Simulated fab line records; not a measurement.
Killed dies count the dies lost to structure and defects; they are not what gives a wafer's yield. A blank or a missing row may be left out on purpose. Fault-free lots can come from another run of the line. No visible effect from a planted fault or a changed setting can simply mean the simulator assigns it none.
Matching of chambers / flow nand_harc / NHARC_A_CONTACT_ALD_18 on ald_metal-02 has 4 sister chambers
The step deposits TiN, target thk 3 nm, pulse time 1 s, ald cycles 150. 4 wafers are shown with their chamber, then 8 later ones without.

## EACH WAFER AND ITS CHAMBER
wafer=L080.1; chamber=1; heater_power_w (W)=1141
wafer=L082.1; chamber=0; heater_power_w (W)=955
wafer=L082.4; chamber=3; heater_power_w (W)=1177
wafer=L089.3; chamber=2; heater_power_w (W)=902

## WAFERS WHOSE CHAMBER IS MISSING
wafer=L089.4; heater_power_w (W)=932
wafer=L089.6; heater_power_w (W)=1137
wafer=L090.2; heater_power_w (W)=1173
wafer=L090.4; heater_power_w (W)=1127
wafer=L090.6; heater_power_w (W)=1153
wafer=L097.1; heater_power_w (W)=944
wafer=L097.2; heater_power_w (W)=855
wafer=L097.5; heater_power_w (W)=1170

## CHAMBER TAKEN BY EACH
wafer=L089.4; from the rows above=can't be placed: 0 or 2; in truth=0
wafer=L089.6; from the rows above=can't be placed: 1 or 3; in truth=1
wafer=L090.2; from the rows above=can't be placed: 3 or 1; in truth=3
wafer=L090.4; from the rows above=can't be placed: 1 or 3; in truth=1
wafer=L090.6; from the rows above=can't be placed: 1 or 3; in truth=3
wafer=L097.1; from the rows above=can't be placed: 0 or 2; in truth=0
wafer=L097.2; from the rows above=2; in truth=2
wafer=L097.5; from the rows above=can't be placed: 3 or 1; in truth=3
Correctly placed: 1 of 8. Unplaceable from these rows: 7, with the true chamber sitting among the candidates in 7. 0 placed wrongly.
How it was worked out, from the rows above alone: a wafer's distance from a chamber is the root of the sum, over the readings, of the square of ((its reading less the chamber's mean) divided by the reading's scatter). If the next closest chamber is less than 2 further off than the closest, the wafer can't be placed; otherwise it belongs to the closest. For every chamber, the mean is computed from those of its wafers that are shown. The scatter (one wafer shown for each chamber): square how far every hidden wafer sits from the nearest shown wafer, average those squares and take the square root.
